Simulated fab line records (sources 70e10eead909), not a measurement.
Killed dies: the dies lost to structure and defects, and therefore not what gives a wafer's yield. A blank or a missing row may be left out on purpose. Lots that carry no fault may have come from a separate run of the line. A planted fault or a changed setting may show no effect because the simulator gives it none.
Shared-tool check ; flow nand_harc ; Sampled: 10 lots, 30 wafers

## WHY THIS WAS OPENED
At NHARC_A_CHANNEL_HOLE_D1_INSPECT_40 the reading raw_defect_count is flagged on 2 of 10 lots. No-fault wafers: 61, standard deviation 19.
Rule: flag the lot when none of its wafers has a number, or when each of its wafers that has one lies beyond 4 standard deviations from that mean. The rest of the lots are taken to be sound.

lot;measured;on;raw_defect_count, wafer by wafer;flag
L671;day 9 03:00;defect_inspect-02;71 37 78;
L675;day 9 10:16;defect_inspect-01;44 57 42;
L676;day 9 14:28;defect_inspect-02;52 56 55;
L679;day 10 23:32;defect_inspect-02;125 102 84;
L684;day 11 16:58;defect_inspect-02;80 55 71;
L682;day 11 21:09;defect_inspect-02;68 46 81;
L691;day 13 06:43;defect_inspect-02;60 69 59;
L690;day 13 06:53;defect_inspect-01;449 439 446;FLAGGED
L689;day 13 10:36;defect_inspect-02;467 439 484;FLAGGED
L694;day 14 05:37;defect_inspect-02;57 63 74;
Average over the flagged lots: 454; offset from the usual +393, equal to +21 standard deviations.

## WHICH TOOL EACH LOT WENT THROUGH
Before the reading, the record contains 3 process steps out of a 1159-step route. Cell contents, in order: the tool; ch with the chambers the sampled wafers went through; the start.
lot;flag;NHARC_A_CHANNEL_HOLE_D1_ETCH_24;NHARC_A_CHANNEL_HOLE_D1_ETCH_33;NHARC_A_CHANNEL_HOLE_D1_ETCH_44
L671;;har_etch-01 ch 0,1, day 8 23:32;har_etch-01 ch 0,1, day 9 01:17;rie_diel-01 ch 2,3, day 9 02:01
L675;;har_etch-02 ch 0,1, day 9 06:48;har_etch-02 ch 0,1, day 9 08:33;rie_diel-01 ch 0,3, day 9 09:16
L676;;har_etch-02 ch 0,1, day 9 11:16;har_etch-02 ch 0,1, day 9 12:49;rie_diel-01 ch 0,1, day 9 13:28
L679;;har_etch-01 ch 0,1, day 10 19:56;har_etch-01 ch 0,1, day 10 21:49;rie_diel-07 ch 0,2,3, day 10 22:34
L684;;har_etch-02 ch 1, day 11 13:31;har_etch-02 ch 1, day 11 15:15;rie_diel-01 ch 2,3, day 11 15:58
L682;;har_etch-02 ch 0,1, day 11 17:41;har_etch-02 ch 0,1, day 11 19:26;rie_diel-07 ch 0,1,3, day 11 20:10
L691;;har_etch-01 ch 0,1, day 13 02:59;har_etch-01 ch 0,1, day 13 04:50;rie_diel-09 ch 2,3, day 13 05:37
L690;FLAGGED;har_etch-02 ch 0,1, day 13 03:05;har_etch-02 ch 0,1, day 13 04:43;rie_diel-01 ch 1,3, day 13 05:53
L689;FLAGGED;har_etch-02 ch 0,1, day 13 06:59;har_etch-02 ch 0,1, day 13 08:51;rie_diel-01 ch 1,2, day 13 09:37
L694;;har_etch-02 ch 0,1, day 14 01:53;har_etch-02 ch 0,1, day 14 03:44;rie_diel-07 ch 2,3, day 14 04:31
What the steps here do:
- NHARC_A_CHANNEL_HOLE_D1_ETCH_24: etches the open film in C4F8/O2/Ar, time 906.2 s, target depth 1500 nm.
- NHARC_A_CHANNEL_HOLE_D1_ETCH_33: etches the open film in C4F8/O2/Ar, time 90 s, target depth 400 nm.
- NHARC_A_CHANNEL_HOLE_D1_ETCH_44: etches the open film in CF4/O2, target depth 140 nm, overetch 14 nm, time 77 s.
- NHARC_A_CHANNEL_HOLE_D1_INSPECT_40

## FLAGGED AGAINST TOTAL, ONE TOOL AT A TIME (gauges that did the reading follow at the end)
step;tool;lots run;flagged;share of the flagged lots;sound lots run after its first flagged lot
NHARC_A_CHANNEL_HOLE_D1_ETCH_24;har_etch-01;3;0;none;-
NHARC_A_CHANNEL_HOLE_D1_ETCH_24;har_etch-02;7;2;all;1 (L694)
NHARC_A_CHANNEL_HOLE_D1_ETCH_33;har_etch-01;3;0;none;-
NHARC_A_CHANNEL_HOLE_D1_ETCH_33;har_etch-02;7;2;all;1 (L694)
NHARC_A_CHANNEL_HOLE_D1_ETCH_44;rie_diel-01;6;2;all;0
NHARC_A_CHANNEL_HOLE_D1_ETCH_44;rie_diel-07;3;0;none;-
NHARC_A_CHANNEL_HOLE_D1_ETCH_44;rie_diel-09;1;0;none;-
NHARC_A_CHANNEL_HOLE_D1_INSPECT_40;defect_inspect-01;2;1;some;0
NHARC_A_CHANNEL_HOLE_D1_INSPECT_40;defect_inspect-02;8;1;some;1 (L694)

## WHAT THE TABLE ALLOWS
har_etch-02 at NHARC_A_CHANNEL_HOLE_D1_ETCH_24, har_etch-02 at NHARC_A_CHANNEL_HOLE_D1_ETCH_33 and rie_diel-01 at NHARC_A_CHANNEL_HOLE_D1_ETCH_44: these 3 rows of the table ran every flagged lot.
- har_etch-02 at NHARC_A_CHANNEL_HOLE_D1_ETCH_24: 2 of its 7 lots flagged. After the first flagged lot (L694), sound lots still ran on it; a lasting fault on the whole tool would not permit that.
- har_etch-02 at NHARC_A_CHANNEL_HOLE_D1_ETCH_33: 2 of its 7 lots flagged. After the first flagged lot (L694), sound lots still ran on it; a lasting fault on the whole tool would not permit that.
- rie_diel-01 at NHARC_A_CHANNEL_HOLE_D1_ETCH_44: 2 of its 6 lots flagged. A fault beginning between L684 (day 11 15:58), its last sound lot, and L690 (day 13 05:53), its first flagged one, fits the data.
What remains is a single tool, rie_diel-01 at NHARC_A_CHANNEL_HOLE_D1_ETCH_44.

## WHAT THE SIMULATOR HAD PUT IN
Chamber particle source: rie_diel-01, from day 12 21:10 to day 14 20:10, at NHARC_A_CHANNEL_HOLE_D1_ETCH_44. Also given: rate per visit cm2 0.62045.
Shown lots that were struck: L690, L689. The rule above found the same.
